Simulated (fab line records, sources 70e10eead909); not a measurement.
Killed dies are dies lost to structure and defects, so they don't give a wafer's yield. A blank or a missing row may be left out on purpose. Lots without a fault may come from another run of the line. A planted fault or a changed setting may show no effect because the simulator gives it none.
Chamber matching | flow nand_harc | NHARC_P_STI_ETCH_42 on rie_diel-10: 4 sister chambers
The step etches the open film in N2/H2, target depth 80 nm, overetch 24 nm, time 61 s. 20 wafers are shown with their chamber, then 10 later ones without.

WAFERS WITH THEIR CHAMBER
wafer  | chamber | showerhead_plenum_p_Torr (Torr) | drypump_motor_current_A (A) | rf_vpp_V (V)
L075.2 | 2       | 1.97                            | 5.4                         | 429.0
L075.5 | 0       | 2.04                            | 5.4                         | 430.3
L075.6 | 1       | 2.00                            | 5.6                         | 429.2
L074.2 | 0       | 2.04                            | 5.4                         | 432.1
L074.3 | 3       | 1.93                            | 5.9                         | 428.0
L074.5 | 2       | 1.97                            | 5.4                         | 427.3
L081.2 | 3       | 1.93                            | 5.9                         | 426.6
L081.3 | 2       | 1.97                            | 5.4                         | 427.6
L081.5 | 0       | 2.04                            | 5.5                         | 429.7
L082.2 | 2       | 1.97                            | 5.4                         | 429.0
L082.3 | 1       | 2.00                            | 5.6                         | 429.0
L082.5 | 0       | 2.04                            | 5.4                         | 430.1
L086.3 | 0       | 2.04                            | 5.4                         | 430.2
L086.5 | 0       | 2.04                            | 5.4                         | 431.7
L086.6 | 3       | 1.93                            | 5.9                         | 427.4
L087.2 | 2       | 1.97                            | 5.4                         | 429.2
L087.3 | 3       | 1.93                            | 5.9                         | 427.7
L087.5 | 3       | 1.93                            | 5.9                         | 428.1
L089.1 | 1       | 1.99                            | 5.6                         | 428.5
L089.2 | 2       | 1.97                            | 5.4                         | 427.4

SIGNATURES (means of the wafers above)
reading                  | chamber 0 | chamber 1 | chamber 2 | chamber 3 | scatter within a chamber
showerhead_plenum_p_Torr | 2.0400    | 1.9967    | 1.9700    | 1.9300    | 0.00204
drypump_motor_current_A  | 5.417     | 5.600     | 5.400     | 5.900     | 0.0228
rf_vpp_V                 | 430.683   | 428.900   | 428.250   | 427.560   | 0.811
Rule: a wafer's distance from a chamber is the root of the sum, over the readings, of the square of ((its reading less the chamber's mean) divided by the reading's scatter). The wafer belongs to the nearest chamber; if the next one is less than 2 further off, it can't be placed. The scatter: the root of (the sum of the squares of (reading less its chamber's mean) over the shown wafers, divided by (wafers less chambers)).

WAFERS WITHOUT THEIR CHAMBER
wafer  | showerhead_plenum_p_Torr (Torr) | drypump_motor_current_A (A) | rf_vpp_V (V)
L089.3 | 1.93                            | 5.9                         | 428.0
L094.2 | 1.99                            | 5.5                         | 429.0
L094.3 | 1.93                            | 5.9                         | 427.2
L094.6 | 2.00                            | 5.5                         | 429.4
L095.1 | 1.97                            | 5.4                         | 428.5
L095.2 | 1.99                            | 5.6                         | 428.5
L095.5 | 1.99                            | 5.5                         | 427.8
L096.2 | 2.04                            | 5.4                         | 431.1
L096.3 | 1.97                            | 5.4                         | 428.8
L096.6 | 2.00                            | 5.6                         | 428.8

WHICH CHAMBER EACH WENT THROUGH
wafer  | from the rows above | in truth
L089.3 | 3                   | 3
L094.2 | 1                   | 1
L094.3 | 3                   | 3
L094.6 | 1                   | 1
L095.1 | 2                   | 2
L095.2 | 1                   | 1
L095.5 | 1                   | 1
L096.2 | 0                   | 0
L096.3 | 2                   | 2
L096.6 | 1                   | 1
Placed correctly: 10 of 10. Can't be placed from these rows: 0. Placed wrongly: 0.
